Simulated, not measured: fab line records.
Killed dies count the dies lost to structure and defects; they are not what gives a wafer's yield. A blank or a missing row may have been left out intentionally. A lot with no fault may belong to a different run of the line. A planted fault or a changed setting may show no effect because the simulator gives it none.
Matching of chambers || flow n5 finfet || rie diel-02 running N5_GATE_CUT_STRIP_42: 3 sister chambers
The step strips in O2. 14 wafers are shown with their chamber, then 4 later ones without.

WAFERS, EACH WITH ITS CHAMBER
{"wafer": "L074.4", "chamber": 1, "drypump motor current A (A)": 5.1, "showerhead plenum p Torr (Torr)": 2.16, "oes product au (a.u.)": 0.71}
{"wafer": "L074.5", "chamber": 1, "drypump motor current A (A)": 5.1, "showerhead plenum p Torr (Torr)": 2.16, "oes product au (a.u.)": 0.71}
{"wafer": "L074.6", "chamber": 0, "drypump motor current A (A)": 6.4, "showerhead plenum p Torr (Torr)": 2.17, "oes product au (a.u.)": 0.70}
{"wafer": "L077.3", "chamber": 1, "drypump motor current A (A)": 5.1, "showerhead plenum p Torr (Torr)": 2.16, "oes product au (a.u.)": 0.71}
{"wafer": "L077.4", "chamber": 3, "drypump motor current A (A)": 6.4, "showerhead plenum p Torr (Torr)": 2.05, "oes product au (a.u.)": 0.73}
{"wafer": "L077.5", "chamber": 0, "drypump motor current A (A)": 6.4, "showerhead plenum p Torr (Torr)": 2.17, "oes product au (a.u.)": 0.69}
{"wafer": "L087.1", "chamber": 0, "drypump motor current A (A)": 6.4, "showerhead plenum p Torr (Torr)": 2.16, "oes product au (a.u.)": 0.97}
{"wafer": "L087.5", "chamber": 0, "drypump motor current A (A)": 6.4, "showerhead plenum p Torr (Torr)": 2.16, "oes product au (a.u.)": 0.99}
{"wafer": "L087.6", "chamber": 1, "drypump motor current A (A)": 5.1, "showerhead plenum p Torr (Torr)": 2.15, "oes product au (a.u.)": 0.69}
{"wafer": "L091.2", "chamber": 0, "drypump motor current A (A)": 6.4, "showerhead plenum p Torr (Torr)": 2.16, "oes product au (a.u.)": 0.97}
{"wafer": "L091.3", "chamber": 3, "drypump motor current A (A)": 6.5, "showerhead plenum p Torr (Torr)": 2.04, "oes product au (a.u.)": 0.70}
{"wafer": "L091.5", "chamber": 3, "drypump motor current A (A)": 6.5, "showerhead plenum p Torr (Torr)": 2.04, "oes product au (a.u.)": 0.70}
{"wafer": "L093.1", "chamber": 0, "drypump motor current A (A)": 6.4, "showerhead plenum p Torr (Torr)": 2.16, "oes product au (a.u.)": 0.96}
{"wafer": "L093.2", "chamber": 1, "drypump motor current A (A)": 5.1, "showerhead plenum p Torr (Torr)": 2.15, "oes product au (a.u.)": 0.69}

SIGNATURES (means of the wafers above)
{"reading": "drypump motor current A", "chamber 0": 6.400, "chamber 1": 5.100, "chamber 3": 6.467, "scatter within a chamber": 0.0246}
{"reading": "showerhead plenum p Torr", "chamber 0": 2.1633, "chamber 1": 2.1560, "chamber 3": 2.0433, "scatter within a chamber": 0.00539}
{"reading": "oes product au", "chamber 0": 0.8800, "chamber 1": 0.7020, "chamber 3": 0.7100, "scatter within a chamber": 0.0974}
Rule: a wafer's distance from a chamber is the root of the sum, over the readings, of the square of ((its reading less the chamber's mean) divided by the reading's scatter). The wafer belongs to the nearest chamber; if the next one is less than 2 further off, it can't be placed. The scatter: take each reading less its chamber's mean, square it, sum over the shown wafers, divide by the number of wafers less the number of chambers, and take the root.

WAFERS WHOSE CHAMBER IS MISSING
{"wafer": "L093.6", "drypump motor current A (A)": 6.4, "showerhead plenum p Torr (Torr)": 2.16, "oes product au (a.u.)": 0.96}
{"wafer": "L096.1", "drypump motor current A (A)": 6.4, "showerhead plenum p Torr (Torr)": 2.16, "oes product au (a.u.)": 0.94}
{"wafer": "L096.4", "drypump motor current A (A)": 5.1, "showerhead plenum p Torr (Torr)": 2.15, "oes product au (a.u.)": 0.68}
{"wafer": "L097.4", "drypump motor current A (A)": 6.5, "showerhead plenum p Torr (Torr)": 2.04, "oes product au (a.u.)": 0.70}

EACH ONE'S CHAMBER
{"wafer": "L093.6", "from the rows above": 0, "in truth": 0}
{"wafer": "L096.1", "from the rows above": 0, "in truth": 0}
{"wafer": "L096.4", "from the rows above": 1, "in truth": 1}
{"wafer": "L097.4", "from the rows above": 3, "in truth": 3}
4 of 4 placed correctly. From these rows, 0 cannot be placed. Placed wrongly: 0.
